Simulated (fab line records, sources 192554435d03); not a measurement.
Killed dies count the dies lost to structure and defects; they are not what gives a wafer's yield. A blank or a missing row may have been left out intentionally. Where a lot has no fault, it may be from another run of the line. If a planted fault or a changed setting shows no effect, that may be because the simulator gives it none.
fab line records	flow n5-finfet
record: lots: 8	wafers: 22	last-day: 19
route steps=1938 shown BEOL_M4@1038 PASSIVATION@1936
lots that met no fault: from a run of the same line without faults
start-h: hours from the record's first day to the start of the lot's first wafer shown	wait-h: hours from the lot's prior step to this one	" repeats the value in the row above	L1.1+2: several wafers, shown together as one row	- no value, or no start given	* or withheld: withheld	< > ~ a bound
route shown NAME@n: a module of which the file shows steps, and the number in the route of the first	usual: mean/standard deviation taken from wafers without a fault	same: alike in all rows	chamber/n: place in a boat	sites: each site's reading	_std_site: the standard deviation of these	_edge_site: the outer-site mean with the inner-site mean subtracted	radius-mm: for every site, how far away it sits from the centre of the wafer	mask NAME#n: copy n	behind: the most recent tool/chamber to have shaped the wafer	hold: why the lot went on hold/how many hours it stayed there/how the hold came to an end	device: the transistor (n, p or np) that didn't switch	end of line: tests of these same wafers at the route's end	a step with no rows: only its recipe	killed: count of dies lost to structure and defects at first sort (not the wafer's yield)	map: a wafer's dies, x killed, . not, _ none there
set.NAME: setting as actually run; set.NAME@STEP: the setting as run at that earlier step	model.NAME: the simulator's own value behind a step, which no gauge read
route steps across a sampled set of lots; one table per step, one row per wafer
services: a tool's chamber out of use, with start hour (start-h, from the record's first day; less than 0 if before it), hours out, and reason
== steps ==
step: N5_BEOL_M4_ETCH_74
recipe: chemistry: N2/H2	target: underlayer	target-depth-a: 65	mask-material: CAR-EUV	time-s: 5.2	ion-energy-ev: 200	pressure-mtorr: 30	source-w: 840	bias-w: 150	n2-flow-sccm: 200	h2-flow-sccm: 200	ends: cleared
usual: drypump-motor-current-A: 5.8/0.37	etch-rf-on-time-s: 5.32/0.15	h2-flow-sccm: 200.0/0.68	oes-product-au: 0.62/0.061	rf-vpp-V: 524/3	showerhead-plenum-p-Torr: 2.55/0.098	throttle-valve-pct: 17.9/0.32
lot.wafer	tool	chamber	start-h	wait-h	drypump-motor-current-A	etch-rf-on-time-s	h2-flow-sccm	oes-product-au	rf-hours-counter-h	rf-vpp-V	showerhead-plenum-p-Torr	throttle-valve-pct
L584.2	rie-diel-05	2	194.07	0.0	5.5	5.26	200.0	0.61	204	526	2.64	17.9
L584.3	"	3	"	"	6.1	5.23	200.4	0.63	169	523	2.52	17.9
L584.6	"	1	"	"	6.5	5.49	200.9	0.56	-	519	2.39	18.1
L590.2	rie-diel-02	1	229.55	0.0	5.8	5.51	200.7	0.59	219	524	2.63	18.1
L590.3	"	2	"	"	6.4	5.06	200.2	0.69	84	527	2.69	17.8
L590.4	"	3	"	"	4.9	5.12	199.0	0.59	232	522	2.52	18.0
L591.4	rie-diel-02	0	243.53	0.0	5.8	5.20	200.0	0.80	6	530	2.70	17.4
L591.5	"	2	"	"	6.3	5.08	200.5	0.71	-	527	2.69	17.8
L594.4	rie-diel-04	2	244.43	0.0	6.1	5.27	200.2	0.62	212	520	2.43	17.9
L594.5	"	1	"	"	5.3	5.55	200.1	0.58	-	527	2.62	18.2
L594.6	"	0	"	"	5.6	5.30	201.1	0.66	-	524	2.43	17.4
L595.2	rie-diel-04	2	257.88	0.0	6.0	5.26	200.8	0.60	216	520	2.43	18.0
L595.4	"	1	"	"	5.3	5.49	199.7	0.58	237	526	2.62	18.3
L600.3	rie-diel-05	3	288.03	0.0	6.1	5.19	199.5	0.61	204	525	2.51	17.9
L600.4	"	1	"	"	6.5	5.13	199.4	0.79	11	527	2.70	17.7
L600.6	"	3	"	"	6.1	5.26	199.4	0.61	-	522	2.51	17.9
L599.1	rie-diel-04	2	288.73	0.0	6.1	5.26	200.3	0.61	228	519	2.42	18.0
L599.3	"	0	"	"	5.6	5.39	199.7	0.63	123	521	2.43	17.4
L599.5	"	2	"	"	6.1	5.20	201.9	0.60	-	519	2.42	18.0
L604.3	rie-diel-05	1	318.80	0.0	6.5	5.06	200.3	0.77	22	529	2.69	17.7
L604.4	"	3	"	"	6.1	5.24	200.3	0.60	-	523	2.50	18.0
L604.5	"	1	"	"	6.4	5.07	200.7	0.77	-	527	2.69	17.7
step: N5_BEOL_M4_CD_MEAS_28
recipe: target-cd-nm: 26.2	landing-energy-ev: 500	detector: se-inlens	target-cd-y-nm: 24.1	polarity: opening
usual: cd-nm: 26.23/0.23
lot.wafer	tool	chamber	start-h	wait-h	cd-nm
L584.2	cd-sem-03	0	194.96	-	26.03
L584.3	"	0	"	"	26.17
L584.6	"	0	"	"	26.58
L590.2	cd-sem-02	0	230.33	-	26.48
L590.3	"	0	"	"	26.18
L590.4	"	0	"	"	26.06
L591.4	cd-sem-02	0	244.25	-	26.21
L591.5	"	0	"	"	26.18
L594.4	cd-sem-01	0	245.17	-	26.37
L594.5	"	0	"	"	25.91
L594.6	"	0	"	"	26.23
L595.2	cd-sem-01	0	258.81	-	26.23
L595.4	"	0	"	"	26.25
L600.3	cd-sem-02	0	288.88	-	26.17
L600.4	"	0	"	"	26.57
L600.6	"	0	"	"	26.39
L599.1	cd-sem-02	0	289.50	-	26.49
L599.3	"	0	"	"	26.15
L599.5	"	0	"	"	26.30
L604.3	cd-sem-02	0	319.64	-	26.52
L604.4	"	0	"	"	26.11
L604.5	"	0	"	"	25.95
step: N5_BEOL_M4_TRENCH_ETCH_37
recipe: chemistry: C4F6/O2	target-depth-a: 555.55	target: SiOC	time-s: 29.2	ion-energy-ev: 250	pressure-mtorr: 30	source-w: 355	bias-w: 185	Ar_flow_sccm: 300	C4F6_flow_sccm: 10	O2_flow_sccm: 10
usual: drypump-motor-current-A: 5.7/0.44	oes-product-au: 0.75/0.084	rf-vpp-V: 668/13	run-length-s: 52.6/0.47	showerhead-plenum-p-Torr: 2.87/0.1	throttle-valve-pct: 20.90/0.28
lot.wafer	tool	chamber	start-h	wait-h	drypump-motor-current-A	oes-product-au	rf-hours-counter-h	rf-vpp-V	run-length-s	showerhead-plenum-p-Torr	throttle-valve-pct
L584.2	rie-diel-02	2	208.93	-	6.4	0.83	77	684	52.2	3.00	20.83
L584.3	"	3	"	"	4.9	0.71	225	684	52.8	2.79	20.76
L584.6	"	2	"	"	6.4	0.83	-	684	52.5	3.00	20.82
L590.2	rie-diel-02	3	243.14	-	4.9	0.70	238	686	52.8	2.79	20.80
L590.3	"	0	"	"	5.8	0.96	6	680	51.9	3.03	20.50
L590.4	"	1	"	"	5.8	0.69	223	663	52.8	2.91	21.02
L591.4	rie-diel-02	3	253.28	-	4.9	0.69	241	683	42.0	2.78	20.81
L591.5	"	2	"	"	6.4	0.81	-	683	52.7	2.99	20.85
L594.4	rie-diel-02	0	265.49	-	5.8	0.94	14	679	41.3	3.03	20.52
L594.5	"	3	"	"	4.9	0.69	-	684	53.4	2.78	20.81
L594.6	"	2	"	"	6.4	0.80	-	683	52.5	2.99	20.83
L595.2	rie-diel-02	0	273.91	-	5.8	0.92	16	679	41.2	3.03	20.53
L595.4	"	2	"	"	6.4	0.80	101	684	42.0	2.99	20.86
L600.3	rie-diel-05	2	292.44	-	5.5	0.70	240	669	52.1	2.90	20.69
L600.4	"	1	"	"	6.5	0.93	12	681	53.2	3.04	20.87
L600.6	"	3	"	"	6.1	0.71	-	668	52.4	2.82	21.02
L599.1	rie-diel-04	1	295.77	-	5.3	0.68	252	672	52.7	2.94	21.39
L599.3	"	2	"	"	6.1	0.71	232	654	51.7	2.71	20.84
L599.5	"	0	"	"	5.6	0.75	-	645	52.5	2.74	20.50
L604.3	rie-diel-04	0	323.13	-	5.6	0.72	139	643	53.3	2.73	20.53
L604.4	"	3	"	"	5.8	0.92	9	667	53.4	2.91	21.06
L604.5	"	0	"	"	5.6	0.74	-	644	52.9	2.73	20.52
step: N5_BEOL_M4_ETCH_41
recipe: chemistry: CH3F/O2	target: SiCN	target-depth-a: 299	taper-deg: 2	time-s: 52.5	ion-energy-ev: 120	mask-material: TiN	pressure-mtorr: 30	source-w: 395	bias-w: 75	Ar_flow_sccm: 150	CH3F_flow_sccm: 30	O2_flow_sccm: 20
usual: drypump-motor-current-A: 5.7/0.44	oes-product-au: 0.75/0.086	rf-vpp-V: 297.5/1.7	run-length-s: 75.9/0.42	showerhead-plenum-p-Torr: 2.01/0.077	throttle-valve-pct: 16.38/0.27
lot.wafer	tool	chamber	start-h	wait-h	drypump-motor-current-A	oes-product-au	rf-hours-counter-h	rf-vpp-V	run-length-s	showerhead-plenum-p-Torr	throttle-valve-pct
L584.2	rie-diel-02	2	-	-	6.4	0.84	77	300.2	75.7	2.12	16.25
L584.3	"	3	"	"	4.9	0.71	225	295.6	76.1	1.96	16.34
L584.6	"	2	"	"	6.4	0.83	-	299.9	75.7	2.12	16.23
L590.2	rie-diel-02	3	-	-	4.9	0.70	238	295.7	76.7	1.96	16.37
L590.3	"	0	"	"	5.8	0.95	6	300.5	75.1	2.14	15.92
L590.4	"	1	"	"	5.8	0.69	223	299.3	76.1	2.05	16.53
L591.4	rie-diel-02	3	-	-	4.9	0.70	241	297.0	76.7	1.96	16.38
L591.5	"	2	"	"	6.4	0.81	-	299.3	75.6	2.11	16.27
L594.4	rie-diel-02	0	-	-	5.8	0.93	14	299.9	75.2	2.13	15.93
L594.5	"	3	"	"	4.9	0.69	-	297.2	76.0	1.95	16.38
L594.6	"	2	"	"	6.4	0.81	-	298.4	75.5	2.11	16.30
L595.2	rie-diel-02	0	-	-	5.8	0.93	16	301.1	75.4	2.13	15.93
L595.4	"	2	"	"	6.4	0.81	101	299.0	76.3	2.11	16.30
L600.3	rie-diel-05	2	-	-	5.5	0.70	241	298.8	75.1	2.04	16.23
L600.4	"	1	"	"	6.5	0.94	12	301.3	76.9	2.14	16.20
L600.6	"	3	"	"	6.1	0.71	-	297.5	75.5	1.98	16.50
L599.1	rie-diel-04	1	-	-	5.3	0.68	252	297.1	75.7	2.06	16.84
L599.3	"	2	"	"	6.0	0.70	232	295.2	75.5	1.90	16.34
L599.5	"	0	"	"	5.6	0.74	-	294.6	76.2	1.92	16.03
L604.3	rie-diel-04	0	-	-	5.6	0.74	139	295.4	76.4	1.92	16.05
L604.4	"	3	"	"	5.7	0.93	9	297.5	76.3	2.05	16.42
L604.5	"	0	"	"	5.6	0.74	-	295.0	75.9	1.92	16.04
step: N5_BEOL_M4_OCD_MEAS_38
usual: trench-depth-nm: 54.8/1.5
lot.wafer	tool	chamber	start-h	wait-h	trench-depth-nm
L584.2	ocd-02	-	209.08	-	57.5
L584.3	"	-	"	"	56.1
L584.6	"	-	"	"	56.6
L590.2	ocd-01	-	243.29	-	58.1
L590.3	"	-	"	"	56.9
L590.4	"	-	"	"	53.4
L591.4	ocd-02	-	253.44	-	36.2
L591.5	"	-	"	"	56.9
L594.4	ocd-01	-	265.65	-	35.7
L594.5	"	-	"	"	56.5
L594.6	"	-	"	"	56.6
L595.2	ocd-01	-	274.07	-	36.0
L595.4	"	-	"	"	36.1
L600.3	ocd-01	-	292.61	-	55.7
L600.4	"	-	"	"	57.7
L600.6	"	-	"	"	55.2
L599.1	ocd-02	-	295.93	-	53.9
L599.3	"	-	"	"	55.5
L599.5	"	-	"	"	54.8
L604.3	ocd-02	-	323.28	-	53.7
L604.4	"	-	"	"	55.0
L604.5	"	-	"	"	54.3
step: N5_BEOL_M4_THK_MEAS_53
recipe: thk-meas-gauge: xrf	reads: Cu_of_BEOL_M4_ECD_50
usual: M4_THK: 39.3/1.7
lot.wafer	tool	chamber	start-h	wait-h	M4_THK[nm]
L584.2	film-metro-02	-	212.75	-	41.5
L584.3	"	-	"	"	41.5
L584.6	"	-	"	"	43.5
L590.2	film-metro-01	-	248.81	-	41.9
L590.3	"	-	"	"	40.3
L590.4	"	-	"	"	38.2
L591.4	film-metro-02	-	256.91	-	20.9
L591.5	"	-	"	"	41.8
L594.4	film-metro-02	-	271.61	-	19.3
L594.5	"	-	"	"	40.6
L594.6	"	-	"	"	39.9
L595.2	film-metro-02	-	279.25	-	21.8
L595.4	"	-	"	"	19.6
L600.3	film-metro-01	-	296.65	-	42.4
L600.4	"	-	"	"	43.9
L600.6	"	-	"	"	42.0
L599.1	film-metro-02	-	301.28	-	39.4
L599.3	"	-	"	"	39.9
L599.5	"	-	"	"	40.9
L604.3	film-metro-02	-	327.54	-	38.2
L604.4	"	-	"	"	38.5
L604.5	"	-	"	"	38.1
step: N5_BEOL_M4_RS_MEAS_58
recipe: thk-meas-gauge: four-point-probe	reads: Co_of_BEOL_M4_CO_CAP_55+Cu_of_BEOL_M4_ECD_50+Co_of_BEOL_M4_CVD_47+TaN_of_BEOL_M4_ALD_84
usual: M4_RS: 0.69/0.039
lot.wafer	tool	chamber	start-h	wait-h	M4_RS[ohm/sq]
L584.2	film-metro-02	-	213.04	0.1	0.64
L584.3	"	-	"	"	0.64
L584.6	"	-	"	"	0.60
L590.2	film-metro-01	-	249.07	0.1	0.63
L590.3	"	-	"	"	0.66
L590.4	"	-	"	"	0.71
L591.4	film-metro-02	-	257.23	0.0	1.62
L591.5	"	-	"	"	0.64
L594.4	film-metro-01	-	271.87	0.0	1.77
L594.5	"	-	"	"	0.64
L594.6	"	-	"	"	0.67
L595.2	film-metro-02	-	279.53	0.1	1.49
L595.4	"	-	"	"	1.73
L600.3	film-metro-01	-	296.91	0.1	0.63
L600.4	"	-	"	"	0.60
L600.6	"	-	"	"	0.63
L599.1	film-metro-02	-	301.54	0.0	0.69
L599.3	"	-	"	"	0.68
L599.5	"	-	"	"	0.66
L604.3	film-metro-02	-	327.80	0.1	0.71
L604.4	"	-	"	"	0.70
L604.5	"	-	"	"	0.71
step: N5_BEOL_M4_RC_MEAS_101
usual: DIBL_N: 36.6/1.9	DIBL_P: 36.7/2.2	IOFF_N: 0.16/0.035	IOFF_P: 0.22/0.038	ION_N: 672/14	ION_P: 462/8.3	SERP_M4: 195/15	SERP_M4_max_site: 209/16	SS_N: 71.6/0.65	SS_P: 73.5/0.72	VT_N: 250/3.5	VT_P: -250/3.1
lot.wafer	tool	chamber	start-h	wait-h	DIBL_N[mV/V]	DIBL_P[mV/V]	IOFF_N[nA/um]	IOFF_P[nA/um]	ION_N[uA/um]	ION_P[uA/um]	SERP_M4[ohm/um]	SERP_M4_max_site[ohm/um]	SS_N[mV/dec]	SS_P[mV/dec]	VT_N[mV]	VT_P[mV]
L584.2	prober-02	0	213.24	0.2	35.1	35.1	0.14	0.18	679	466	195	215	71.7	72.6	252	-252
L584.3	"	0	"	"	36.8	37.9	0.16	0.22	668	460	181	185	71.1	74.0	253	-251
L584.6	"	0	"	"	35.6	36.8	0.15	0.21	680	469	185	206	70.9	72.8	250	-249
L590.2	prober-02	0	249.28	0.2	36.3	36.6	0.15	0.21	678	468	184	192	71.1	73.3	252	-252
L590.3	"	0	"	"	37.3	38.0	0.16	0.23	659	459	192	203	71.4	74.0	250	-248
L590.4	"	0	"	"	36.5	37.6	0.16	0.22	681	463	215	228	71.4	73.7	247	-250
L591.4	prober-02	0	257.74	0.5	33.8	32.8	0.12	0.16	656	454	414	449	71.4	72.9	256	-253
L591.5	"	0	"	"	33.7	32.6	0.12	0.16	642	439	176	190	71.3	72.9	258	-251
L594.4	prober-01	0	272.38	0.5	35.5	35.2	0.13	0.18	650	451	404	468	71.8	73.1	252	-251
L594.5	"	0	"	"	33.3	32.9	0.11	0.16	656	459	167	180	70.9	72.7	254	-254
L594.6	"	0	"	"	35.3	34.6	0.14	0.18	665	452	179	192	71.5	73.1	253	-251
L595.2	prober-02	0	279.73	0.2	34.9	35.8	0.13	0.18	671	456	404	431	72.0	73.1	253	-253
L595.4	"	0	"	"	36.8	38.6	0.17	0.24	672	463	473	485	71.8	73.5	249	-248
L600.3	prober-02	0	297.27	0.3	40.8	42.0	0.26	0.32	692	467	174	181	72.9	74.4	245	-245
L600.4	"	0	"	"	35.1	35.6	0.14	0.21	663	457	167	176	71.1	73.1	251	-249
L600.6	"	0	"	"	36.6	36.8	0.16	0.21	676	462	181	192	71.7	73.4	250	-251
L599.1	prober-02	0	301.59	0.0	38.5	37.6	0.19	0.21	674	453	195	205	72.4	74.1	246	-251
L599.3	"	0	"	"	39.1	38.6	0.21	0.23	693	471	178	197	72.5	74.6	247	-252
L599.5	"	0	"	"	37.1	36.5	0.17	0.20	686	466	201	214	71.5	73.9	246	-253
L604.3	prober-01	0	328.16	0.3	37.0	38.4	0.17	0.22	674	467	187	198	71.4	73.3	251	-250
L604.4	"	0	"	"	36.8	38.0	0.17	0.24	676	459	183	191	72.2	74.1	248	-248
L604.5	"	0	"	"	38.7	39.6	0.20	0.26	694	470	179	195	72.2	73.6	249	-248
sites SERP_M4 radius-mm=0,75,75,75,75,140,140,140,140
L584.2 177 183 190 193 195 198 215 214 204
L590.2 184 189 181 192 184 183 181 185 176
L591.4 449 414 422 415 445 346 368 339 386
L594.4 354 380 379 389 404 468 448 446 439
L595.2 400 431 414 420 417 369 404 388 377
L600.3 175 176 174 172 181 159 175 173 168
L599.1 185 186 192 202 198 195 205 196 186
L604.3 186 183 198 194 195 179 187 178 192
step: N5_PASSIVATION_PROBE_49
usual: defect-limited-yield: 91.6/1.4	killed_at_M0_to_M3: 35/10	killed_at_M4_up: 13/4.8	killed-at-contacts: 12/7.2	killed-at-front-end: 36/12	killed-at-other: 4/3.1	killed-dies: 100/17	killed-on-rim: 13/4.2	killed-open: 66/13	killed-short: 32/7.3	sort_bin_5_function: 5.0/0.94	sort_bin_6_memory: 3.1/0.67	sort_bin_8_speed: 0.01/0.047	sort-n-pass: 1080/17
same: gross-dies: 1180	killed-at-back-side: 0	sort_bin_4_leakage[%]: 0
lot.wafer	tool	chamber	start-h	wait-h	defect-limited-yield[%]	killed_at_M0_to_M3	killed_at_M4_up	killed-at-contacts	killed-at-front-end	killed-at-other	killed-dies	killed-on-rim	killed-open	killed-short	sort_bin_5_function[%]	sort_bin_6_memory[%]	sort_bin_8_speed[%]	sort-n-pass
L584.2	prober-02	-	323.42	0.1	89.7	52	14	11	42	2	121	16	90	30	6.8	3.2	0	1059
L584.3	prober-02	-	323.47	0.1	89.9	59	7	10	41	2	119	14	78	40	6.4	3.3	0	1061
L584.6	prober-02	-	323.62	0.3	91.1	38	12	13	39	3	105	17	71	33	5.5	3.1	0	1075
L590.2	prober-02	-	375.75	0.1	94.4	28	10	10	17	1	66	9	48	18	2.8	2.7	0	1114
L590.3	prober-02	-	375.80	0.1	96.0	18	4	9	13	3	47	7	35	12	2.5	1.4	0	1133
L590.4	prober-02	-	375.85	0.2	93.3	32	11	15	21	0	79	10	58	21	3.6	2.7	0	1101
L594.4	prober-01	-	389.16	0.2	80.8	26	146	15	32	7	226	43	55	36	4.1	3.0	11.44	954
L594.5	prober-01	-	389.21	0.2	91.3	47	18	7	24	7	103	6	68	33	5.4	3.0	0	1077
L594.6	prober-01	-	389.26	0.3	91.7	30	15	7	41	5	98	10	66	32	5.5	2.6	0	1082
L591.4	prober-01	-	389.75	0.2	81.0	31	127	8	52	6	224	31	68	36	5.3	3.2	10.17	956
L591.5	prober-01	-	389.80	0.2	92.0	30	25	12	26	1	94	9	65	29	5.0	2.9	0.17	1084
L595.2	prober-02	-	407.22	0.1	85.0	22	115	12	24	4	177	22	53	24	3.5	2.6	8.39	1003
L595.4	prober-02	-	407.32	0.2	63.9	29	356	11	27	3	426	51	61	29	4.4	3.2	28.47	754
L600.3	prober-01	-	418.66	0.1	92.1	41	16	5	29	2	93	10	65	28	4.7	3.0	0	1087
L600.4	prober-01	-	418.71	0.2	91.9	32	15	8	38	3	96	10	61	34	5.0	2.7	0	1084
L600.6	prober-01	-	418.81	0.3	92.9	28	14	6	34	2	84	9	56	28	3.7	3.1	0	1096
L599.1	prober-02	-	427.98	0.0	92.2	28	12	5	44	3	92	7	61	30	5.2	2.0	0	1088
L599.5	prober-02	-	428.18	0.2	91.1	23	20	4	56	2	105	14	80	25	5.7	3.1	0	1075
L604.3	prober-02	-	448.85	0.1	92.1	22	17	19	32	3	93	18	62	30	4.5	3.1	0	1087
L604.4	prober-02	-	448.90	0.2	90.5	26	16	18	49	3	112	17	71	41	6.0	2.7	0	1068
L604.5	prober-02	-	448.95	0.2	90.0	50	16	21	23	8	118	18	83	35	5.8	3.7	0	1062
killed by level:class
L584.2 BEOL_M3:geometric-particle:open=17 BEOL_M2:geometric-particle:open=13 FIN_SAQP:geometric-particle:open=10 MOL_CONTACT_COAG:geometric-particle:open=8 DUMMY_GATE:geometric-particle:open=6 BEOL_M1:geometric-particle:open=6 BEOL_M4:geometric-particle:open=5 BEOL_M6:geometric-particle:open=5
L584.3 BEOL_M3:geometric-particle:open=17 BEOL_M1:geometric-particle:open=14 FIN_SAQP:geometric-particle:open=8 BEOL_M2:geometric-particle:open=8 STI_FIN_REVEAL:geometric-particle:open=7 GATE_CUT:geometric-particle:short=7 MOL_CONTACT_COAG:geometric-particle:open=7 BEOL_M3:geometric-particle:short=5
L584.6 FIN_SAQP:geometric-particle:open=14 MOL_CONTACT_COAG:geometric-particle:open=9 FIN_SAQP:geometric-particle:short=7 BEOL_M4:geometric-particle:open=7 BEOL_M1:geometric-particle:open=6 BEOL_M2:geometric-particle:open=6 BEOL_M0_SAQP:geometric-particle:open=5 BEOL_M0_SAQP:geometric-particle:short=5
L590.2 MOL_CONTACT_COAG:geometric-particle:open=8 BEOL_M1:geometric-particle:open=8 BEOL_M3:geometric-particle:open=8 STI_FIN_REVEAL:geometric-particle:open=5 BEOL_M2:geometric-particle:open=4 ILD0:geometric-particle:short=3 BEOL_M0_SAQP:geometric-particle:short=3 BEOL_M4:geometric-particle:open=3
L590.3 MOL_CONTACT_COAG:geometric-particle:open=6 BEOL_M1:geometric-particle:open=6 BEOL_M0_SAQP:geometric-particle:open=4 BEOL_M2:geometric-particle:open=4 SPACER0:geometric-particle:open=3 MOL_CONTACT_COAG:geometric-particle:short=3 FIN_SAQP:geometric-particle:open=2 FIN_SAQP:geometric-particle:short=2
L590.4 MOL_CONTACT_COAG:geometric-particle:open=13 BEOL_M2:geometric-particle:open=8 BEOL_M0:geometric-particle:open=5 BEOL_M1:geometric-particle:open=5 FIN_SAQP:geometric-particle:short=4 DUMMY_GATE:geometric-particle:open=4 BEOL_M0_SAQP:geometric-particle:open=4 BEOL_M1:geometric-particle:short=4
L594.4 BEOL_M4:area-ecd=135 MOL_CONTACT_COAG:geometric-particle:open=12 BEOL_M0_SAQP:geometric-particle:short=9 FIN_SAQP:geometric-particle:short=7 GATE_CUT:geometric-particle:open=7 BEOL_M1:geometric-particle:open=6 FIN_SAQP:geometric-particle:open=4 BEOL_M0_SAQP:geometric-particle:open=4
L594.5 BEOL_M0_SAQP:geometric-particle:open=14 BEOL_M0_SAQP:geometric-particle:short=10 FIN_SAQP:geometric-particle:short=8 BEOL_M1:geometric-particle:open=8 MOL_CONTACT_COAG:geometric-particle:open=6 STI_FIN_REVEAL:geometric-particle:open=5 BEOL_M2:geometric-particle:open=5 BEOL_M7:geometric-particle:open=5
L594.6 FIN_SAQP:geometric-particle:open=10 BEOL_M0:geometric-particle:open=8 BEOL_M1:geometric-particle:open=7 MOL_CONTACT_COAG:geometric-particle:open=6 FIN_SAQP:geometric-particle:short=5 GATE_CUT:geometric-particle:open=5 STI_FIN_REVEAL:geometric-particle:open=4 DUMMY_GATE:geometric-particle:open=4
L591.4 BEOL_M4:area-ecd=120 STI_FIN_REVEAL:geometric-particle:open=16 DUMMY_GATE:geometric-particle:open=9 BEOL_M1:geometric-particle:open=9 MOL_CONTACT_COAG:geometric-particle:open=8 BEOL_M0_SAQP:geometric-particle:short=7 FIN_SAQP:geometric-particle:short=5 FIN_SAQP:geometric-particle:open=5
L591.5 BEOL_M1:geometric-particle:open=11 MOL_CONTACT_COAG:geometric-particle:open=9 BEOL_M4:geometric-particle:open=9 DUMMY_GATE:geometric-particle:open=6 FIN_SAQP:geometric-particle:open=5 BEOL_M0_SAQP:geometric-particle:short=5 BEOL_M2:geometric-particle:open=5 FIN_SAQP:geometric-particle:short=4
L595.2 BEOL_M4:area-ecd=99 MOL_CONTACT_COAG:geometric-particle:open=9 BEOL_M0_SAQP:geometric-particle:short=8 BEOL_M1:geometric-particle:open=6 BEOL_M4:geometric-particle:open=6 BEOL_M0_SAQP:geometric-particle:open=4 FIN_SAQP:geometric-particle:open=3 FIN_CUT:geometric-particle:open=3
L595.4 BEOL_M4:area-ecd=336 BEOL_M4:geometric-particle:open=14 MOL_CONTACT_COAG:geometric-particle:open=10 BEOL_M0_SAQP:geometric-particle:open=9 BEOL_M1:geometric-particle:open=6 FIN_SAQP:geometric-particle:short=5 BEOL_M2:geometric-particle:open=5 BEOL_M0_SAQP:geometric-particle:short=4
L600.3 BEOL_M0_SAQP:geometric-particle:open=12 BEOL_M4:geometric-particle:open=9 GATE_CUT:geometric-particle:short=7 BEOL_M0_SAQP:geometric-particle:short=7 BEOL_M1:geometric-particle:open=7 BEOL_M2:geometric-particle:open=6 STI_FIN_REVEAL:geometric-particle:open=5 BEOL_M2:geometric-particle:short=5
L600.4 BEOL_M0_SAQP:geometric-particle:open=8 BEOL_M4:geometric-particle:open=8 FIN_SAQP:geometric-particle:open=7 FIN_SAQP:geometric-particle:short=6 GATE_CUT:geometric-particle:short=6 BEOL_M0_SAQP:geometric-particle:short=5 MOL_CONTACT_COAG:geometric-particle:open=5 BEOL_M2:geometric-particle:open=5
L600.6 STI_FIN_REVEAL:geometric-particle:open=12 BEOL_M1:geometric-particle:open=9 BEOL_M2:geometric-particle:open=7 BEOL_M4:geometric-particle:open=7 MOL_CONTACT_COAG:geometric-particle:open=5 STARTING-WAFER:geometric-particle:short=5 BEOL_M0_SAQP:geometric-particle:short=4 BEOL_M1:geometric-particle:short=4
L599.1 BEOL_M2:geometric-particle:open=12 STI_FIN_REVEAL:geometric-particle:open=10 GATE_CUT:geometric-particle:short=8 BEOL_M0_SAQP:geometric-particle:open=6 DUMMY_GATE:geometric-particle:open=5 FIN_SAQP:geometric-particle:short=4 MOL_CONTACT_COAG:geometric-particle:open=4 GATE_CUT:geometric-particle:open=4
L599.5 STI_FIN_REVEAL:geometric-particle:open=23 BEOL_M4:geometric-particle:open=12 FIN_SAQP:geometric-particle:open=11 BEOL_M0_SAQP:geometric-particle:open=7 STI_FIN_REVEAL:geometric-particle:short=5 GATE_CUT:geometric-particle:short=4 BEOL_M0_SAQP:geometric-particle:short=4 BEOL_M2:geometric-particle:open=4
L604.3 MOL_CONTACT_COAG:geometric-particle:open=13 FIN_SAQP:geometric-particle:open=7 GATE_CUT:geometric-particle:open=6 MOL_CONTACT_COAG:geometric-particle:short=6 BEOL_M2:geometric-particle:open=5 BEOL_M0_SAQP:geometric-particle:short=5 STARTING-WAFER:geometric-particle:open=5 BEOL_M0:geometric-particle:open=4
L604.4 MOL_CONTACT_COAG:geometric-particle:open=15 FIN_SAQP:geometric-particle:short=11 BEOL_M1:geometric-particle:open=9 GATE_CUT:geometric-particle:short=8 BEOL_M4:geometric-particle:open=8 FIN_SAQP:geometric-particle:open=7 GATE_CUT:geometric-particle:open=6 BEOL_M0_SAQP:geometric-particle:short=6
L604.5 MOL_CONTACT_COAG:geometric-particle:open=18 BEOL_M0_SAQP:geometric-particle:short=12 BEOL_M0_SAQP:geometric-particle:open=11 BEOL_M0:geometric-particle:open=10 BEOL_M3:geometric-particle:open=6 FIN_SAQP:geometric-particle:open=5 STI_FIN_REVEAL:geometric-particle:open=5 MIM_TOP:geometric-particle:open=5
== services ==
tool	chamber	start-h	hours	kind
rie-diel-02	0	205.33	-	clean
rie-diel-02	0	205.33	-	consumable-replace:focus-ring
rie-diel-02	0	205.33	-	consumable-replace:showerhead
rie-diel-02	0	205.33	23.1	scheduled-down
rie-diel-02	0	205.33	23.1	vent-cycle
rie-diel-02	1	236.01	1.8	repair
rie-diel-04	-	241.54	0.5	repair
rie-diel-02	-	268.92	2.8	pm
rie-diel-02	3	279.76	-	clean
rie-diel-02	3	279.76	-	consumable-replace:focus-ring
rie-diel-02	3	279.76	24.2	scheduled-down
rie-diel-02	3	279.76	24.2	vent-cycle
rie-diel-04	3	284.47	-	clean
rie-diel-04	3	284.47	-	consumable-replace:focus-ring
rie-diel-04	3	284.47	19.3	scheduled-down
rie-diel-04	3	284.47	19.3	vent-cycle
rie-diel-05	2	293.30	10.5	repair
rie-diel-05	-	300.33	0.8	repair
rie-diel-04	1	303.82	-	clean
rie-diel-02	0	304.01	13.7	repair
rie-diel-02	1	317.69	-	clean
rie-diel-02	1	317.69	-	consumable-replace:focus-ring
rie-diel-02	1	317.69	29.6	scheduled-down
rie-diel-02	1	317.69	29.6	vent-cycle
== key ==
first-sign: step: N5_BEOL_M4_TRENCH_ETCH_37	reading: run-length-s	direction: down	sigmas: 23	usual: *	struck: *
effect: step: N5_BEOL_M4_OCD_MEAS_38	reading: trench-depth-nm	direction: down	sigmas: 13	usual: 54.8	struck: 36.0
effect: step: N5_BEOL_M4_THK_MEAS_53	reading: M4_THK	direction: down	sigmas: 11	usual: 39.3	struck: 20.4
effect: step: N5_BEOL_M4_RS_MEAS_58	reading: M4_RS	direction: up	sigmas: 25	usual: 0.69	struck: 1.65
effect: step: N5_BEOL_M4_RC_MEAS_101	reading: SERP_M4	direction: up	sigmas: 15	usual: 195	struck: 424
effect: step: N5_BEOL_M4_RC_MEAS_101	reading: SERP_M4_max_site	direction: up	sigmas: 15	usual: 209	struck: 458
effect: step: N5_PASSIVATION_PROBE_49	reading: sort_bin_8_speed	direction: up	sigmas: 99+	usual: 0.01	struck: 14.62
more-kills-born-at: N5_BEOL_M4_ECD_50@ecd-cu-01: 690
met-at N5_BEOL_M4_TRENCH_ETCH_37
struck-lots L591,L594,L595
struck-wafers L591.4,L594.4,L595.2,L595.4
not-acting-at N5_BEOL_M4_ETCH_74,N5_BEOL_M4_CD_MEAS_28,N5_BEOL_M4_ETCH_41
onset-between 243.14 253.28
fault: kind: process-parameter-drift	tool: rie-diel-02	chamber: -	onset-h: 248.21	steps: N5_BEOL_M4_TRENCH_ETCH_37	channel: time-s	offset: *	shape: step	end-h: 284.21	scope: struck-wafers-only	acts-in: *	stated: *
